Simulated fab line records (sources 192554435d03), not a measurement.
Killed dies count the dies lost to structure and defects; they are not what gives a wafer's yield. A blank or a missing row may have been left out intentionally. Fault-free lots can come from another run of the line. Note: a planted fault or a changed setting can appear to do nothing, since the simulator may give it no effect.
fab line records -- flow n5Finfet
[record] lots = 4, wafers = 12, lastDay = 17
route steps=1938 shown BEOL_M4@1099 BEOL_M5@1112 MIM_TOP@1836 PASSIVATION@1936
lots with no fault: from the same line, run without faults
startH: hours from the record's first day to the start of the lot's first wafer shown -- waitH: hours from the lot's prior step to this one -- " same as the row above -- L1.1+2: several wafers, shown together as one row -- - no value present, or no start provided -- * or withheld: withheld -- < > ~ a bound
route shown NAME@n: names a module that has steps shown in the file, with the first one's number in the route -- usual: average and standard deviation across the fault-free wafers -- same: alike in all rows -- chamber/n: place in a boat -- sites: readings site by site -- _std_site: how widely they spread, as a standard deviation -- _edge_site: inner sites' mean taken away from outer sites' mean -- radiusMm: how far each site lies from the wafer's centre -- mask NAME#n: copy n -- behind: the tool/chamber that last shaped the wafer -- hold: why the lot was held/for how many hours/how that ended -- device: the n, p or np transistor that did not switch -- end of line: at the end of the route, the tests of the same wafers -- for a step that has no rows: nothing shown but its recipe -- killed: dies lost to structure and defects at the first sort, not the wafer's yield -- map: a wafer's dies, marking killed ones x, the rest . and places with no die _
set.NAME: the setting the step ran with; set.NAME@STEP: the setting that earlier step ran with -- model.NAME: the simulator's own value behind a step, which no gauge read
lots seen at some steps along the route; tables by step, rows by wafer
services: when a tool's chamber went out of use (startH, in hours from the record's first day, below 0 if earlier), for how many hours, and the reason
[[steps]]
[step N5_BEOL_M4_ANNEAL_95]
[recipe] tempC = 400, timeS = 240, ambient = vacuum
[step N5_BEOL_M4_SPUTTER_96]
[recipe] material = Cu, targetThkA = 45, tempC = -20, chamberPressurePa = 0.07, powerW = withheld, timeS = 8.29
[step N5_BEOL_M4_ECD_50]
[recipe] material = Cu, targetThkA = 3000
[step N5_BEOL_M4_ANNEAL_51]
[recipe] tempC = 225, timeS = 90, ambient = N2
[step N5_BEOL_M4_CMP_52]
[recipe] stopOn = SiOC, tOverpolishS = 6.8, downForcePsi = 1, platenRpm = 50, clearingPlatenDownForcePsi = 1.5, clearingPlatenRpm = 50, postCmpClean = cuAlkaline, targetThkNm = 40, clearingPlatenPadVelocityMS = 0.99484, padVelocityMS = 0.99484
[step N5_BEOL_M4_PRE_CLEAN_60]
[recipe] gas = NH3/H2, timeS = 15, tempC = *, rfPowerW = 300
[step N5_BEOL_M4_CO_CAP_55]
[recipe] material = Co, targetThkA = 20, tempC = 200, precursor = CCTBA/H2, pressureTorr = 30, timeS = 102.1
[step N5_BEOL_M4_PRE_CLEAN_56]
[recipe] gas = NH3, timeS = 15, tempC = withheld, rfPowerW = 300
[step N5_BEOL_M4_DEP_57]
[recipe] material = SiCN, targetThkA = 80, tempC = withheld, precursor = 3MS/NH3, pressureTorr = 3, rfW = 202, timeS = 14
[step N5_BEOL_M4_RC_MEAS_101]
[usual] DIBL_N = 36.0/2, DIBL_P = 35.9/2.5, IOFF_N = 0.16/0.038, IOFF_P = 0.21/0.04, ION_N = 675/14, ION_P = 462/9.4, SS_N = 71.5/0.75, SS_P = 73.2/0.74, VT_N = 250/3.9, VT_P = -251/3.2
lot.wafer,tool,chamber,startH,waitH,DIBL_N[mV/V],DIBL_P[mV/V],IOFF_N[nA/um],IOFF_P[nA/um],ION_N[uA/um],ION_P[uA/um],SS_N[mV/dec],SS_P[mV/dec],VT_N[mV],VT_P[mV]
L920.2,prober-01,0,163.85,0.2,35.3,33.3,0.17,0.21,670,460,70.8,73.4,247,-247
L920.3,prober-01,0,163.85,0.2,36.4,33.8,0.18,0.21,686,460,72.1,73.5,247,-248
L920.5,prober-01,0,163.85,0.2,33.5,31.9,0.14,0.18,663,461,71.0,72.3,246,-249
L927.2,prober-02,0,212.50,0.2,39.8,37.9,0.24,0.31,702,481,72.4,73.9,243,-243
L927.5,prober-02,0,212.50,0.2,39.0,38.8,0.23,0.35,714,496,71.3,73.9,244,-241
L927.6,prober-02,0,212.50,0.2,32.1,29.1,0.09,0.15,659,465,70.7,71.1,257,-249
L928.3,prober-01,0,216.57,0.3,36.9,36.2,0.16,0.19,664,446,72.3,73.2,251,-255
L928.5,prober-01,0,216.57,0.3,33.9,34.4,0.12,0.16,653,451,71.8,72.8,253,-258
L928.6,prober-01,0,216.57,0.3,37.5,36.9,0.16,0.18,666,452,72.3,73.7,252,-255
L940.1,prober-01,0,295.73,0.0,38.2,37.8,0.19,0.24,693,472,72.2,73.3,247,-250
L940.2,prober-01,0,295.73,0.0,35.3,35.8,0.12,0.22,653,462,70.7,73.6,254,-250
L940.3,prober-01,0,295.73,0.0,38.5,37.4,0.18,0.24,668,457,72.6,73.9,251,-250
[step N5_BEOL_M5_ILD_DEP_00]
[recipe] material = SiCOH_lowk, targetThkA = 1406.4, tempC = 300, precursor = DEMS/porogen, pressureTorr = 5, rfW = 500, timeS = 25.9
[step N5_BEOL_M5_CURE_79]
[recipe] tempC = 385, timeS = 240, ambient = He/Ar, material = SiCOH_lowk
[step N5_BEOL_M5_PECVD_70]
[recipe] material = SiO2, targetThkA = 160, tempC = 400, precursor = TEOS/O2, pressureTorr = 5.5, rfW = 450, teosFlowSccm = 53.8, gas = O2, flowSccm = 3000, timeS = 18
[step N5_BEOL_M5_HM_DEP_02]
[recipe] material = TiN, targetThkA = 200, tempC = 25, chamberPressurePa = 0.49996
[step N5_BEOL_M5_COAT_59]
[recipe] resist = SOC, tempC = 250, timeS = 60, spinRpm = 1500, resistThkNm = 60
[step N5_BEOL_M5_COAT_60]
[recipe] resist = SiARC, tempC = 220, timeS = 60, spinRpm = 1500, resistThkNm = 12
[step N5_BEOL_M5_COAT_71]
[recipe] resist = underlayer, tempC = 205, timeS = 60, spinRpm = 1500, resistThkNm = 5
[step N5_BEOL_M5_COAT_05]
[recipe] resist = CAR-EUV, spinRpm = 1500, resistThkNm = 30
[step N5_BEOL_M5_EBR_07]
[recipe] solvent = PGMEA, ebrWidthMm = 1.5
[step N5_BEOL_M5_SOFTBAKE_06]
[recipe] tempC = 110, timeS = 60, resist = CAR-EUV
[step N5_BEOL_M5_EXPOSE_08]
[recipe] maskId = M5, na = 0.33, sourceShape = annular, sigmaInner = 0.4, sigmaOuter = 0.8, polarization = unpolarized, targetCdNm = 28, doseMj = 35.75
[step N5_BEOL_M5_PEB_09]
[recipe] pebTempC = 100, pebTimeS = 60, resist = CAR-EUV
[step N5_BEOL_M5_DEVELOP_10]
[recipe] developTimeS = 30, developer = TMAH, resist = CAR-EUV, rinseLiquid = surfactantRinse, dry = airSpin, devTempC = 23
[step N5_BEOL_M5_DESCUM_16]
[recipe] chemistry = O2, timeS = 7, sourcePowerW = 50, biasPowerW = 20, pressureMtorr = 20, rfFrequencyHz = 2.712e+07, tempC = 40, resist = CAR-EUV, o2FlowSccm = 225
[step N5_BEOL_M5_ETCH_72]
[recipe] chemistry = N2/H2, target = underlayer, targetDepthA = 65, maskMaterial = CAR-EUV, timeS = 5.2, ionEnergyEv = 200, pressureMtorr = 30, sourceW = 840, biasW = 150, n2FlowSccm = 200, h2FlowSccm = 200, ends = cleared
[step N5_BEOL_M5_ETCH_61]
[recipe] chemistry = CF4, target = SiARC, targetDepthA = 156, maskMaterial = CAR-EUV, timeS = 26, ionEnergyEv = 80, pressureMtorr = 40, sourceW = 545, biasW = 36, Ar_flow_sccm = 100, cf4FlowSccm = 100, ends = cleared
[step N5_BEOL_M5_ETCH_62]
[recipe] chemistry = N2/H2, target = SOC, targetDepthA = 750, overetchA = 150, maskMaterial = SiARC, tempC = 40, timeS = 112.5, ionEnergyEv = 200, pressureMtorr = 30, sourceW = 840, biasW = 150, n2FlowSccm = 200, h2FlowSccm = 200
[step N5_BEOL_M5_STRIP_63]
[recipe] chemistry = N2/H2, tempC = 40, n2FlowSccm = 200, h2FlowSccm = 200, rfFrequencyHz = 6e+07
[step N5_BEOL_M5_STRIP_73]
[recipe] chemistry = N2/H2, tempC = 40, n2FlowSccm = 200, h2FlowSccm = 200, rfFrequencyHz = 6e+07
[step N5_BEOL_M5_STRIP_64]
[recipe] chemistry = CF4, resist = SiARC, powerW = 300, biasPowerW = 75, pressureMtorr = 50, cf4FlowSccm = 150, rfFrequencyHz = 6e+07
[step N5_BEOL_M5_HM_OPEN_17]
[recipe] chemistry = Cl2/BCl3, targetDepthA = 200, overetchA = 60, target = TiN, maskMaterial = SOC, ionEnergyEv = 150, pressureMtorr = 10, icpW = 1000, biasW = 126, Cl2_flow_sccm = 53.25, bcl3FlowSccm = 21.75, Ar_flow_sccm = 25
[step N5_BEOL_M5_STRIP_19]
[recipe] chemistry = O2, powerW = 400, tempC = 40, pressureMtorr = 30, rfFrequencyHz = 6e+07, biasPowerW = 0, overashFraction = 0.2, o2FlowSccm = 225
[step N5_BEOL_M5_COAT_65]
[recipe] resist = SOC, tempC = 250, timeS = 60, spinRpm = 1500, resistThkNm = 60
[step N5_BEOL_M5_COAT_66]
[recipe] resist = SiARC, tempC = 220, timeS = 60, spinRpm = 1500, resistThkNm = 12
[step N5_MIM_TOP_ALD_02]
[recipe] material = Al2O3, targetThkA = *, tempC = withheld, aldPrecursorFamily = TMA, aldCoReactant = O3, pulseTimeS = withheld, purgeTimeS = 3, coReactantPurgeTimeS = withheld, coReactantPulseTimeS = 3, aldCycles = withheld
[usual] precursorPulseHeightRel = 0.995/0.02
lot.wafer,tool,chamber,startH,waitH,precursorPulseHeightRel
L920.2,aldHk-01,3,243,-,0.972
L920.3,aldHk-01,1,243,-,0.995
L920.5,aldHk-01,2,243,-,0.977
L927.2,aldHk-01,3,295,-,-
L927.5,aldHk-01,1,295,-,-
L927.6,aldHk-01,0,295,-,-
L928.3,aldHk-02,2,302,-,-
L928.5,aldHk-02,3,302,-,-
L928.6,aldHk-02,2,302,-,-
L940.1,aldHk-03,1,384,-,0.967
L940.2,aldHk-03,2,384,-,1.003
L940.3,aldHk-03,0,384,-,1.016
[step N5_PASSIVATION_PROBE_49]
[usual] defectLimitedYield = 91.3/1.5, killed_at_M0_to_M3 = 33/12, killed_at_M4_up = 15/5.2, killedAtContacts = 12/5.1, killedAtFrontEnd = 39/11, killedAtOther = 5/3.6, killedDies = 103/18, killedOnRim = 14/4.3, killedOpen = 67/13, killedShort = 33/7.8, sort_bin_5_function = 5.1/0.96, sort_bin_6_memory = 3.2/0.71, sortNPass = 1077/18, sortYieldPct = 91.3/1.5
[same] grossDies = 1180, killedAtBackSide = 0, sort_bin_4_leakage[%] = 0, sort_bin_8_speed[%] = 0
lot.wafer,tool,chamber,startH,waitH,defectLimitedYield[%],killed_at_M0_to_M3,killed_at_M4_up,killedAtContacts,killedAtFrontEnd,killedAtOther,killedDies,killedOnRim,killedOpen,killedShort,sort_bin_5_function[%],sort_bin_6_memory[%],sortNPass,sortYieldPct[%]
L920.2,prober-02,-,254.16,0.1,91.5,46,15,4,34,1,100,10,74,26,5.5,2.6,1080,91.5
L920.3,prober-02,-,254.21,0.1,91.4,47,18,12,25,0,102,18,62,39,5.4,3.1,1078,91.4
L920.5,prober-02,-,254.31,0.2,90.9,26,32,12,35,2,107,9,85,21,5.8,3.1,1073,90.9
L927.2,prober-02,-,306.16,0.1,84.2,67,13,12,45,50,187,44,104,33,10.8,4.9,993,84.2
L927.5,prober-02,-,306.31,0.2,86.4,43,20,6,33,59,161,43,71,34,9.2,3.9,1019,86.4
L927.6,prober-02,-,306.36,0.3,86.5,46,8,6,44,55,159,45,73,35,9.8,3.2,1021,86.5
L928.3,prober-01,-,313.86,0.1,85.8,34,10,14,41,69,168,52,67,33,10.3,3.3,1012,85.8
L928.5,prober-01,-,313.96,0.2,86.9,20,14,11,52,57,154,15,64,35,9.7,3.1,1026,86.9
L928.6,prober-01,-,314.01,0.3,86.9,32,5,10,42,65,154,38,60,29,10.3,2.6,1026,86.9
// killed by level:class
L920.2 FIN_SAQP:geometricParticle:open=15 BEOL_M2:geometricParticle:open=12 BEOL_M0_SAQP:geometricParticle:open=9 STARTING-WAFER:geometricParticle:open=6 BEOL_M0_SAQP:geometricParticle:short=5 BEOL_M1:geometricParticle:open=5 BEOL_M3:geometricParticle:open=5 FIN_SAQP:geometricParticle:short=4
L920.3 BEOL_M0_SAQP:geometricParticle:short=19 MOL_CONTACT_COAG:geometricParticle:open=9 BEOL_M0_SAQP:geometricParticle:open=9 STI_FIN_REVEAL:geometricParticle:open=7 BEOL_M4:geometricParticle:open=7 BEOL_M2:geometricParticle:open=5 BEOL_M3:geometricParticle:open=5 FIN_SAQP:geometricParticle:open=4
L920.5 FIN_SAQP:geometricParticle:open=12 BEOL_M4:geometricParticle:open=12 BEOL_M5:geometricParticle:open=12 MOL_CONTACT_COAG:geometricParticle:open=10 BEOL_M3:geometricParticle:open=9 BEOL_M2:geometricParticle:open=8 FIN_SAQP:geometricParticle:short=3 FIN_CUT:geometricParticle:open=3
L927.2 MIM_TOP:areaAld=49 BEOL_M1:geometricParticle:open=16 BEOL_M3:geometricParticle:open=14 MOL_CONTACT_COAG:geometricParticle:open=12 BEOL_M2:geometricParticle:open=11 FIN_SAQP:geometricParticle:open=10 BEOL_M0_SAQP:geometricParticle:open=9 FIN_SAQP:geometricParticle:short=8
L927.5 MIM_TOP:areaAld=54 FIN_SAQP:geometricParticle:open=12 BEOL_M3:geometricParticle:open=10 BEOL_M0_SAQP:geometricParticle:short=8 BEOL_M1:geometricParticle:open=7 FIN_SAQP:geometricParticle:short=6 BEOL_M2:geometricParticle:open=5 BEOL_M4:geometricParticle:open=5
L927.6 MIM_TOP:areaAld=51 STI_FIN_REVEAL:geometricParticle:open=9 BEOL_M1:geometricParticle:open=8 BEOL_M3:geometricParticle:open=8 BEOL_M0_SAQP:geometricParticle:open=7 DUMMY_GATE:geometricParticle:open=6 MOL_CONTACT_COAG:geometricParticle:open=6 BEOL_M2:geometricParticle:open=6
L928.3 MIM_TOP:areaAld=68 STI_FIN_REVEAL:geometricParticle:open=17 MOL_CONTACT_COAG:geometricParticle:open=9 BEOL_M3:geometricParticle:open=9 BEOL_M1:geometricParticle:open=8 FIN_SAQP:geometricParticle:short=7 BEOL_M3:geometricParticle:short=6 MOL_CONTACT_COAG:geometricParticle:short=5
L928.5 MIM_TOP:areaAld=55 FIN_SAQP:geometricParticle:open=15 FIN_SAQP:geometricParticle:short=13 STI_FIN_REVEAL:geometricParticle:open=10 MOL_CONTACT_COAG:geometricParticle:open=9 BEOL_M0_SAQP:geometricParticle:short=6 BEOL_M4:geometricParticle:open=5 DUMMY_GATE:geometricParticle:open=4
L928.6 MIM_TOP:areaAld=50 PASSIVATION:areaEtch=15 BEOL_M3:geometricParticle:open=9 MOL_CONTACT_COAG:geometricParticle:open=8 FIN_SAQP:geometricParticle:open=7 STI_FIN_REVEAL:geometricParticle:open=7 DUMMY_GATE:geometricParticle:open=7 FIN_SAQP:geometricParticle:short=6
// map L927.2 (x killed, . not)
_________________...........x________________
______________x....xx.......x.xx_____________
___________.x.......x........x....x__________
__________.........xx.....x...x.x..._________
________.....x........x.........xxx..._______
_______.....x.........x........x.......______
______.....................x.....xx..x.._____
_____.....x.......x...........x.........x____
____......x.......x...xx........xx...x....___
___x.x....x..x...........................x.__
___.xxx...............x......x.......x.xx..__
__......xx.............x.........x.x...x...x_
__..x.......xx.x.....x.........x......x...x._
_x.x.............................xx..........
_.......x..x...................x.....x......x
_.........x...............x.................x
_x.......x............x.....xx...............
_x.........x.........................x..x.x..
_.x..x.x......xx.x....x.x........x...........
_x......x...................x.x..x...........
_x.x....x...........x....................x...
__x..x..........x............x......x...x..x_
__xx....xx.............x........x.....xx...._
___x.......x........x....x..x............xx__
___...x....x...x...........x....x..x.......__
____.......xx......xx........x.x.........x___
_____.x.x..x.....x...........x.x.........____
______.....x.x..x......................._____
_______xx.xxx......................xx..______
________x.x.............x.........x..x_______
__________xxx........x......x..xx..x_________
___________x....x.......x.........x__________
______________........x.x..x..x._____________
_________________xxxxx...x..x________________
// map L928.3 (x killed, . not)
_________________.xxx.....x..________________
______________x..xx........xx.x._____________
___________.xx.........x.........xx__________
__________x..x.....x....x..x.x...xx._________
________...........xx......x....x..x.._______
_______.x.x.....x..........x.......x...______
______.x...x......x.x.........x........._____
_____.x.x..............x.......x.........____
____.......x.x..x...............x........x___
___.........x.xx......................x..x.__
___..x.x.............x............x........__
__x.................x.........x.x..x........_
__x............x..........x.........x......._
_.....................x..........x....x....xx
_..x..x........x......x.....................x
_.............x..........x...............x.x.
_x................x.xx......x......x......x..
_...................x..........xx.xx........x
_.x.........x......x.......................x.
_.xx...........x..........x...x...x........x.
_x.........x........x......................xx
__...xx.....................x...........x..._
__.x..........x.....x...x.........x....x.x.._
___................x..........x........xx.x__
___x.....x..xx.................x...x.......__
____...x...........x.......x............xx___
_____......x............................x____
______.x..x....x........x.........x..xx._____
_______xx...............x..............______
________x..........x.....x..........x._______
__________x..x......x..........x...x_________
___________xx.x..............xx....__________
______________..x.x....x........_____________
_________________.x..x...xx..________________
[[services]]
tool,chamber,startH,hours,kind
aldHk-02,-,333.17,3.1,repair
[[key]]
[firstSign] step = N5_MIM_TOP_ALD_02, reading = toolRecord, direction = missing
[effect] step = N5_PASSIVATION_PROBE_49, reading = killedAtOther, direction = up, sigmas = 15, usual = 5, struck = 59
[moreKillsBornAt] N5_MIM_TOP_ALD_02@aldHk-02 = 173, N5_MIM_TOP_ALD_02@aldHk-01 = 154
metAt N5_MIM_TOP_ALD_02
struckWafers L927.2,L927.5,L927.6,L928.3,L928.5,L928.6
[baselineLoss] step = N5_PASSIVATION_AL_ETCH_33, wafers = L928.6
onsetBetween 243 295
[fault] kind = skippedStepWhole, tool = aldHk-01,aldHk-02, chamber = -, onsetH = 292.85, steps = N5_MIM_TOP_ALD_02, scope = struckLotsOnly
// baselineLoss: these wafers lose ten dies or more at that step, a loss of the line's own and not of a fault; the sort's usual values leave them out
